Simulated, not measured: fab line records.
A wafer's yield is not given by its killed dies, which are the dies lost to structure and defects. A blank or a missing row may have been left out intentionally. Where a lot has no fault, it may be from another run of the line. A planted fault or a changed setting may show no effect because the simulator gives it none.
Matching of chambers | flow n5Finfet | N5_BEOL_M11_VIA_ETCH_34 on rieDiel-04: 4 sister chambers
The step etches SiCOH lowk in C4F6/O2, target depth 184.5 nm, time 69.2 s. 8 wafers are shown with their chamber, then 9 later ones without.

WAFERS, EACH WITH ITS CHAMBER
wafer  | chamber | rfVppV (V) | throttleValvePct (%)
L084.1 | 0       | 663        | 20.94
L086.1 | 3       | 654        | 20.73
L086.5 | 2       | 690        | 21.02
L090.5 | 0       | 664        | 20.95
L090.6 | 3       | 651        | 20.74
L089.1 | 1       | 667        | 21.31
L089.2 | 2       | 691        | 21.03
L089.6 | 1       | 667        | 21.30

WAFERS WITH NO CHAMBER GIVEN
wafer  | rfVppV (V) | throttleValvePct (%)
L095.3 | 653        | 20.73
L095.4 | 667        | 21.33
L095.6 | 691        | 21.06
L096.1 | 652        | 20.75
L096.5 | 666        | 21.32
L096.6 | 663        | 20.97
L097.4 | 664        | 20.96
L097.5 | 689        | 21.05
L097.6 | 666        | 21.32

CHAMBER TAKEN BY EACH
wafer  | from the rows above | in truth
L095.3 | 3                   | 3
L095.4 | 1                   | 1
L095.6 | 2                   | 2
L096.1 | 3                   | 3
L096.5 | 1                   | 1
L096.6 | 0                   | 0
L097.4 | 0                   | 0
L097.5 | 2                   | 2
L097.6 | 1                   | 1
9 of 9 placed correctly. Not placeable from these rows: 0. Number placed wrongly: 0.
How it was worked out, from the rows above alone: a wafer's distance from a chamber is the root of the sum, over the readings, of the square of ((its reading less the chamber's mean) divided by the reading's scatter). If the next closest chamber is less than 2 further off than the closest, the wafer can't be placed; otherwise it belongs to the closest. Each chamber's mean is taken over the wafers shown for it. The scatter: take each reading less its chamber's mean, square it, sum over the shown wafers, divide by the number of wafers less the number of chambers, and take the root.
